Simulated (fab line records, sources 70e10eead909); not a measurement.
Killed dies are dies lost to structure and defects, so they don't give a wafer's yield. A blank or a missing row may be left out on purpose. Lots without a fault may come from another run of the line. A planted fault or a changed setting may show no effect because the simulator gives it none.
A struck lot beside a sound one | flow nand_harc | 15 steps out of a route of 1302
Sound: wafers L518.2, L518.4, L518.5. Struck: wafers L514.4, L514.5, L514.6. The cause comes at the end.
At each step with rows: each side's tool, then ch and its chambers, then its first start. Under that, the readings that differ: sound wafers | struck wafers | difference of the means | sigmas: that difference in standard deviations of wafers without a fault.
alike: readings whose means differ by less than 2 such deviations, and words and numbers that are the same on both sides. not compared: withheld readings, readings that some wafer has no value for, bounds like >300 that may hide the same value, and numbers for which the record gives no deviation and whose values overlap.
The two part at a step that has a row with sigmas, a row that says differs or no value, or rows on one side only. Numbers that don't overlap but have no deviation are shown without sigmas and don't part them. A reading that every wafer of one side lacks parts them only if that side has two wafers or more.

first, 2 steps without rows for these wafers: NHARC_A_CHANNEL_HOLE_D2_ETCH_39 (etches the open film in N2/H2, target depth 260 nm, time 325 s); NHARC_A_CHANNEL_HOLE_D2_ETCH_34 (etches the open film in CF4/CHF3, target depth 154 nm, time 77 s).
NHARC_A_CHANNEL_HOLE_D2_ETCH_16: etches the open film in O2/COS, target depth 3100 nm, time 806 s.
  sound on rie_diel-13 ch 0,1,3; struck on rie_diel-07 ch 1,2,3
  alike: bias_w, chamber_pressure_mTorr, drypump_motor_current_A, oes_product_au, rf_vpp_V, showerhead_plenum_p_Torr, throttle_valve_pct
  not compared: rf_hours_counter_h
NHARC_A_CHANNEL_HOLE_D2_CD_MEAS_18:
  sound on cd_sem-01, day 19 16:35; struck on cd_sem-01, day 17 16:22
  alike: cd_nm
NHARC_A_CHANNEL_HOLE_D2_ETCH_19: etches the open film in C4F8/O2/Ar, time 34.5 s.
  sound on har_etch-02 ch 0,1, day 19 17:40; struck on har_etch-02 ch 0,1, day 17 16:29
  alike: bias_v, c4f8_flow_sccm, drypump_motor_current_A, showerhead_plenum_p_Torr, temp_c, throttle_valve_pct
  not compared: rf_hours_counter_h
NHARC_A_CHANNEL_HOLE_D2_ETCH_20: etches the open film in C4F8/O2/Ar, time 361.9 s, target depth 1600 nm.
  sound on har_etch-02 ch 0,1, day 19 17:47; struck on har_etch-02 ch 0,1, day 17 16:41
  alike: c4f8_flow_sccm, chamber_pressure_mTorr, drypump_motor_current_A, showerhead_plenum_p_Torr, temp_c, throttle_valve_pct
  not compared: rf_hours_counter_h
NHARC_A_CHANNEL_HOLE_D2_ETCH_21: etches the open film in C4F8/O2/Ar, time 514.3 s, target depth 1600 nm.
  sound on har_etch-02 ch 0,1, day 19 18:05; struck on har_etch-02 ch 0,1, day 17 17:04
  alike: c4f8_flow_sccm, chamber_pressure_mTorr, drypump_motor_current_A, showerhead_plenum_p_Torr, temp_c, throttle_valve_pct
  not compared: rf_hours_counter_h
then, 1 step without rows for these wafers: NHARC_A_CHANNEL_HOLE_D2_ETCH_22 (etches the open film in C4F8/O2/Ar, time 666.7 s, target depth 1600 nm).
NHARC_A_CHANNEL_HOLE_D2_ETCH_23: etches the open film in C4F8/O2/Ar, time 819 s, target depth 1600 nm.
  sound on har_etch-02 ch 0,1, day 19 19:07; struck on har_etch-02 ch 0,1, day 17 18:13
  reading    | sound                | struck               | difference | sigmas
  temp_c (C) | -20.16 -20.15 -20.21 | -20.03 -19.89 -19.89 | +0.24      | +2
  alike: c4f8_flow_sccm, chamber_pressure_mTorr, drypump_motor_current_A, showerhead_plenum_p_Torr, throttle_valve_pct
  not compared: rf_hours_counter_h
then, 3 steps without rows for these wafers: NHARC_A_CHANNEL_HOLE_D2_ETCH_24 (etches the open film in C4F8/O2/Ar, time 906.2 s, target depth 1500 nm); NHARC_A_CHANNEL_HOLE_D2_ETCH_25 (etches the open film in C4F8/O2/Ar, time 1040.2 s, target depth 1500 nm); NHARC_A_CHANNEL_HOLE_D2_ETCH_26 (etches the open film in C4F8/O2/Ar, time 224.1 s, target depth 300 nm).
NHARC_A_CHANNEL_HOLE_D2_ETCH_27: etches the open film in C4F8/O2/Ar, time 90 s, target depth 400 nm.
  sound on har_etch-02 ch 0,1, day 19 21:40; struck on har_etch-02 ch 0,1, day 17 20:29
  no value came back on the struck wafers for any of 6 readings (bias_v (V), c4f8_flow_sccm (sccm) and others); on the sound wafers bias_v (V) reads 403 404 397
  not compared: rf_hours_counter_h
then, 1 step without rows for these wafers: NHARC_A_CHANNEL_HOLE_D2_STRIP_41 (strips in N2/H2).
-- the record jumps here: 11 days lie between the struck wafers' starts before and after (it left off in module A_CHANNEL_HOLE_D2 and takes up again in module END, whose first step shown is number 1302 of the route) --
NHARC_END_SORT_01:
  the record has rows for the struck wafers here (prober-02 ch 0, day 28 17:17) and none for the sound ones

WHERE THEY PART
First at NHARC_A_CHANNEL_HOLE_D2_ETCH_23; last, within this record, at NHARC_END_SORT_01.

WHY: what the simulator had put in
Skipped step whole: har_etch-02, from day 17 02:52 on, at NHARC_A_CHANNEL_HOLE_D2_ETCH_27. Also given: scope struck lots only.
